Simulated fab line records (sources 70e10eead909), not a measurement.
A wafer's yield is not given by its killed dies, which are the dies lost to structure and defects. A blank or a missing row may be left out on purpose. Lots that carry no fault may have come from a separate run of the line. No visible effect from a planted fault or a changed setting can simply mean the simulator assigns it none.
Which tool is to blame? :: flow nand-harc :: 72 wafers from 24 lots sampled at 2 of the route's 1159 steps

WHAT THE GAUGES READ, wafer by wafer
NHARC_A_ONON_D1_THK_MEAS_11: measures by ellipsometry. Usual: 1001 nm for thk-nm, sd 9.9.
lot: L075
measured: day 8 03:38
on: film-metro-02
thk-nm (nm): 1009 1010 1010
flag: 

lot: L078
measured: day 8 03:41
on: film-metro-01
thk-nm (nm): 1023 1023 1024
flag: 

lot: L074
measured: day 8 03:46
on: film-metro-02
thk-nm (nm): 1010 1010 1012
flag: 

lot: L077
measured: day 8 03:59
on: film-metro-01
thk-nm (nm): 1007 1005 1005
flag: 

lot: L076
measured: day 8 14:20
on: film-metro-01
thk-nm (nm): 1012 1012 1011
flag: 

lot: L079
measured: day 8 19:33
on: film-metro-01
thk-nm (nm): 992 989 993
flag: 

lot: L080
measured: day 9 02:10
on: film-metro-02
thk-nm (nm): 1002 1005 1006
flag: 

lot: L081
measured: day 9 08:05
on: film-metro-01
thk-nm (nm): 1006 1006 1006
flag: 

lot: L082
measured: day 9 17:07
on: film-metro-02
thk-nm (nm): 1004 1005 1006
flag: 

lot: L083
measured: day 9 23:29
on: film-metro-02
thk-nm (nm): 993 992 993
flag: 

lot: L084
measured: day 9 23:30
on: film-metro-02
thk-nm (nm): 1011 1013 1015
flag: 

lot: L085
measured: day 10 13:01
on: film-metro-02
thk-nm (nm): 1005 1005 1005
flag: 

lot: L086
measured: day 10 23:05
on: film-metro-02
thk-nm (nm): 993 993 994
flag: 

lot: L088
measured: day 10 23:12
on: film-metro-02
thk-nm (nm): 987 985 983
flag: 

lot: L087
measured: day 10 23:25
on: film-metro-01
thk-nm (nm): 989 990 991
flag: 

lot: L089
measured: day 11 15:31
on: film-metro-01
thk-nm (nm): 993 996 995
flag: 

lot: L090
measured: day 11 15:34
on: film-metro-01
thk-nm (nm): 992 993 993
flag: 

lot: L091
measured: day 11 15:37
on: film-metro-02
thk-nm (nm): 998 998 997
flag: 

lot: L094
measured: day 12 08:13
on: film-metro-01
thk-nm (nm): 997 997 997
flag: 

lot: L093
measured: day 12 08:14
on: film-metro-02
thk-nm (nm): 1009 1010 1010
flag: 

lot: L092
measured: day 12 08:17
on: film-metro-01
thk-nm (nm): 1002 1002 1003
flag: 

lot: L095
measured: day 12 18:05
on: film-metro-01
thk-nm (nm): 1004 1004 1004
flag: 

lot: L096
measured: day 12 18:11
on: film-metro-02
thk-nm (nm): 992 991 991
flag: 

lot: L097
measured: day 13 15:46
on: film-metro-02
thk-nm (nm): 983 983 982
flag: 

NHARC_A_ONON_D1_THK_MEAS_34: measures by ellipsometry. Usual: 200.5 nm for thk-nm, sd 2.7.
lot: L075
measured: day 8 16:38
on: film-metro-02
thk-nm (nm): 197.2 196.9 199.1
flag: 

lot: L078
measured: day 8 16:55
on: film-metro-02
thk-nm (nm): 197.6 197.1 202.1
flag: 

lot: L074
measured: day 8 16:52
on: film-metro-02
thk-nm (nm): 194.6 203.1 198.9
flag: 

lot: L077
measured: day 8 16:59
on: film-metro-02
thk-nm (nm): 201.1 200.3 205.3
flag: 

lot: L076
measured: day 9 04:15
on: film-metro-01
thk-nm (nm): 194.9 199.8 199.7
flag: 

lot: L079
measured: day 9 04:22
on: film-metro-01
thk-nm (nm): 203.0 205.4 202.9
flag: 

lot: L080
measured: day 9 12:39
on: film-metro-02
thk-nm (nm): 200.5 203.5 199.8
flag: 

lot: L081
measured: day 9 18:28
on: film-metro-01
thk-nm (nm): 198.7 203.6 199.3
flag: 

lot: L082
measured: day 10 03:36
on: film-metro-01
thk-nm (nm): 200.3 200.7 197.9
flag: 

lot: L083
measured: day 10 11:13
on: film-metro-01
thk-nm (nm): 199.9 196.2 204.4
flag: 

lot: L084
measured: day 10 11:13
on: film-metro-01
thk-nm (nm): 202.9 197.5 195.1
flag: 

lot: L085
measured: day 11 00:40
on: film-metro-02
thk-nm (nm): 196.6 199.0 201.7
flag: 

lot: L086
measured: day 11 10:25
on: film-metro-02
thk-nm (nm): 199.7 200.0 204.2
flag: 

lot: L088
measured: day 11 10:41
on: film-metro-02
thk-nm (nm): 201.8 198.6 203.3
flag: 

lot: L087
measured: day 11 10:26
on: film-metro-01
thk-nm (nm): 202.8 206.4 204.7
flag: 

lot: L089
measured: day 12 02:00
on: film-metro-01
thk-nm (nm): 196.3 198.8 198.7
flag: 

lot: L090
measured: day 12 02:01
on: film-metro-02
thk-nm (nm): 201.3 199.2 202.8
flag: 

lot: L091
measured: day 12 02:14
on: film-metro-01
thk-nm (nm): 199.0 204.8 204.2
flag: 

lot: L094
measured: day 12 18:52
on: film-metro-01
thk-nm (nm): 197.4 199.2 199.0
flag: 

lot: L093
measured: day 12 19:27
on: film-metro-02
thk-nm (nm): 199.7 203.0 200.9
flag: 

lot: L092
measured: day 12 19:23
on: film-metro-02
thk-nm (nm): 198.8 201.9 202.7
flag: 

lot: L095
measured: day 13 04:43
on: film-metro-01
thk-nm (nm): 199.7 203.5 203.6
flag: 

lot: L096
measured: day 13 04:29
on: film-metro-01
thk-nm (nm): 198.6 200.7 200.9
flag: 

lot: L097
measured: day 14 04:34
on: film-metro-02
thk-nm (nm): 196.0 203.6 202.2
flag: 

WHAT TOOL EACH LOT RAN ON (gives the tool, then ch and the chambers of the sampled wafers, and finally the start)
Record: no process step prior to these readings.

WHAT THE TOOLS THEMSELVES READ (means of the sampled wafers that have a number; where no wafer has one, the mark that the record gives instead)
The record holds no such reading with a usual standard deviation.

THE ANSWER, worked out from the rows above alone
Rule: take the mean of a lot's wafers that have a number; if it is more than 3 standard deviations from the usual mean, the lot is off. Also off: a lot with no number at a reading for which 4 or more lots have one. The other lots that the step has rows for count as sound. The gauges are gone through in route order, then the tools' own readings, and for those a lot's mean is taken as printed above. At the first step where some lot is off, the reading lying furthest off is the one used; lots without a number count as furthest.
No lot is off at any reading shown: from this, nothing can be told.

WHAT THE SIMULATOR HAD PUT IN
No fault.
